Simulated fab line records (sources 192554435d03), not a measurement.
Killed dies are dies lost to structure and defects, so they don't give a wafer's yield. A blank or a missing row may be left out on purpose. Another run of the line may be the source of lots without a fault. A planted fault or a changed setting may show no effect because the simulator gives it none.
One fault seen from 2 desks / flow n5_finfet / each desk has only its own numbers; what lay behind them comes last

== AT THE TOOL OWNER'S DESK: ald_hk-02 ==
The tool's own readings at N5_HKMG_FIN_ALD_74 (deposits La2O3, target thk 0.5 nm, pulse time 6 s, co reactant pulse time 1 s): means of the sampled wafers that have a number, for each lot that ran on this tool. Marked OUT: a lot whose mean sits more than 4 standard deviations from the usual mean, which makes it out of limits; the brackets give that distance.
Columns: A = heater_power_w at N5_HKMG_FIN_ALD_74, usual 360 W; B = precursor_pulse_height_rel at N5_HKMG_FIN_ALD_74, usual 1.002; C = susceptor_temp_C at N5_HKMG_FIN_ALD_74, usual 249.97 C
lot=L550; first seen here=day 4 02:31; A=336; B=1.003; C=250.05
lot=L556; first seen here=day 5 17:49; A=335; B=1.005; C=249.92
lot=L557; first seen here=day 5 18:47; A=334; B=0.991; C=250.07
lot=L559; first seen here=day 6 06:20; A=365; B=0.986; C=250.14
lot=L563; first seen here=day 7 05:38; A=323; B=0.999; C=249.77
lot=L566; first seen here=day 7 22:02; A=358; B=0.991; C=249.84
This desk found nothing out of limits on any of the 6 lots.

== METROLOGY DESK ==
What the gauges read for every lot (on any tool): the sampled wafers with a number, averaged. Marked OUT: a lot whose mean sits more than 4 standard deviations from the usual mean, which makes it out of limits; the brackets give that distance. Only the readings that lie furthest out on some lot appear, 7 of the 12 it has.
Columns: A = DIBL_N at N5_BEOL_M4_RC_MEAS_101, usual 36.0 mV/V; B = DIBL_P at N5_BEOL_M4_RC_MEAS_101, usual 35.9 mV/V; C = IOFF_P at N5_BEOL_M4_RC_MEAS_101, usual 0.21 nA/um; D = ION_P at N5_BEOL_M4_RC_MEAS_101, usual 463 uA/um; E = VT_N_LVT at N5_BEOL_M4_RC_MEAS_101, usual 99 mV; F = VT_P at N5_BEOL_M4_RC_MEAS_101, usual -251 mV; G = VT_P_LONG at N5_BEOL_M4_RC_MEAS_101, usual -275.8 mV
lot=L550; first seen here=day 7 20:41; A=33.9; B=33.0; C=0.18; D=461; E=101; F=-251; G=-274.4
lot=L551; first seen here=day 8 00:44; A=36.3; B=36.1; C=0.20; D=458; E=100; F=-254; G=-276.1
lot=L556; first seen here=day 9 19:13; A=40.7; B=39.7; C=0.26; D=469; E=95; F=-249; G=-277.0
lot=L557; first seen here=day 9 22:17; A=35.2; B=34.6; C=0.19; D=467; E=99; F=-249; G=-278.5
lot=L559; first seen here=day 9 23:51; A=36.3; B=35.0; C=0.17; D=450; E=104; F=-256; G=-279.9
lot=L563; first seen here=day 11 13:40; A=35.7; B=35.0; C=0.13; D=447; E=86; F=-261; G=-285.9
lot=L566; first seen here=day 11 22:24; A=35.1; B=36.2; C=0.17; D=467; E=88; F=-253; G=-278.4
lot=L569; first seen here=day 12 17:16; A=39.0; B=40.1; C=0.26; D=473; E=97; F=-249; G=-275.6
lot=L570; first seen here=day 13 05:34; A=35.7; B=36.3; C=0.21; D=464; E=99; F=-252; G=-274.3
lot=L572; first seen here=day 13 18:15; A=36.0; B=38.0; C=0.23; D=465; E=94; F=-251; G=-276.3
This desk found nothing out of limits on any of the 10 lots.

== PUT TOGETHER ==
Nothing out of limits was seen by the tool owner's desk.
At the metrology desk, nothing out of limits was observed.

== WHAT THE SIMULATOR HAD INSERTED ==
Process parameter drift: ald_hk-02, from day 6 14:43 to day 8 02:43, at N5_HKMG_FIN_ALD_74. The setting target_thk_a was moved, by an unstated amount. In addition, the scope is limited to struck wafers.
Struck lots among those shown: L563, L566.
